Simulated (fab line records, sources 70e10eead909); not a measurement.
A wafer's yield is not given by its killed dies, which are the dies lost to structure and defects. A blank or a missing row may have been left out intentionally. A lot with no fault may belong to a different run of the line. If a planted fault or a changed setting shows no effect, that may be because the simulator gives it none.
Which tool did it? / flow nand_harc / 17 wafers from 6 lots sampled at 3 of the route's 1159 steps

## WHAT THE GAUGES READ, wafer by wafer
NHARC_A_ONON_D1_THK_MEAS_30: measures by ellipsometry.
lot=L571; measured=day 8 17:14; on=film_metro-01; thk_nm (nm)=1002 1002 1004
lot=L573; measured=day 9 02:44; on=film_metro-01; thk_nm (nm)=989 989 993
lot=L575; measured=day 9 07:07; on=film_metro-01; thk_nm (nm)=995 998 996
lot=L581; measured=day 11 07:23; on=film_metro-01; thk_nm (nm)=996 998 995
lot=L584; measured=day 11 23:56; on=film_metro-01; thk_nm (nm)=996 995 995
lot=L586; measured=day 12 03:23; on=film_metro-02; thk_nm (nm)=994 669

## WHAT TOOL EACH LOT RAN ON (gives the tool, then ch and the chambers of the sampled wafers, and finally the start)
lot=L571; NHARC_A_ZERO_WELL_ETCH_13=rie_si-05 ch 1,2,3, day 7 05:47; NHARC_A_ONON_D1_DEP_28=pecvd_onon-04 ch 0, day 8 16:50
lot=L573; NHARC_A_ZERO_WELL_ETCH_13=rie_si-04 ch 0,1,3, day 7 17:38; NHARC_A_ONON_D1_DEP_28=pecvd_onon-02 ch 0, day 9 02:20
lot=L575; NHARC_A_ZERO_WELL_ETCH_13=rie_si-05 ch 0,2,3, day 7 19:21; NHARC_A_ONON_D1_DEP_28=pecvd_onon-04 ch 0, day 9 06:38
lot=L581; NHARC_A_ZERO_WELL_ETCH_13=rie_si-01 ch 0,1, day 9 20:07; NHARC_A_ONON_D1_DEP_28=pecvd_onon-02 ch 0, day 11 06:52
lot=L584; NHARC_A_ZERO_WELL_ETCH_13=rie_si-01 ch 0,1,2, day 10 11:59; NHARC_A_ONON_D1_DEP_28=pecvd_onon-03 ch 0, day 11 23:29
lot=L586; NHARC_A_ZERO_WELL_ETCH_13=rie_si-01 ch 1,3, day 10 18:10; NHARC_A_ONON_D1_DEP_28=pecvd_onon-02 ch 0, day 12 02:59
- NHARC_A_ZERO_WELL_ETCH_13: etches the open film in HBr/Cl2, target depth 120 nm, time 40.1 s.
- NHARC_A_ONON_D1_DEP_28: target thk 1000 nm.

## THE ANSWER, worked out from the rows above alone
Rule: usual is defined by the lots themselves. The widest of any qualifying gaps counts: lots, ordered by their means at a reading, are off when they make up no more than a third of the lots, leave a main group of 4 or more, and stand apart from it by 3 or more times the standard deviation of that group's means. If all means in a main group match to the digits the tables above print for the reading, that group is not used. Also off: a lot with no number at a reading for which 4 or more lots have one. The other lots that the step has rows for count as sound.
Off at NHARC_A_ONON_D1_THK_MEAS_30 (thk_nm): L586. For the main group the mean is 996 nm and the standard deviation 3.9.
A tool fits if, at a process step before that reading, it ran every lot that is off, and no sound lot after the first of them. Those tools and the gauges at NHARC_A_ONON_D1_THK_MEAS_30 are tried in the same way. Can't be told from this: 3 tools fit, rie_si-01 at NHARC_A_ZERO_WELL_ETCH_13, pecvd_onon-02 at NHARC_A_ONON_D1_DEP_28, film_metro-02 at NHARC_A_ONON_D1_THK_MEAS_30.

## WHAT WAS PUT IN BY THE SIMULATOR
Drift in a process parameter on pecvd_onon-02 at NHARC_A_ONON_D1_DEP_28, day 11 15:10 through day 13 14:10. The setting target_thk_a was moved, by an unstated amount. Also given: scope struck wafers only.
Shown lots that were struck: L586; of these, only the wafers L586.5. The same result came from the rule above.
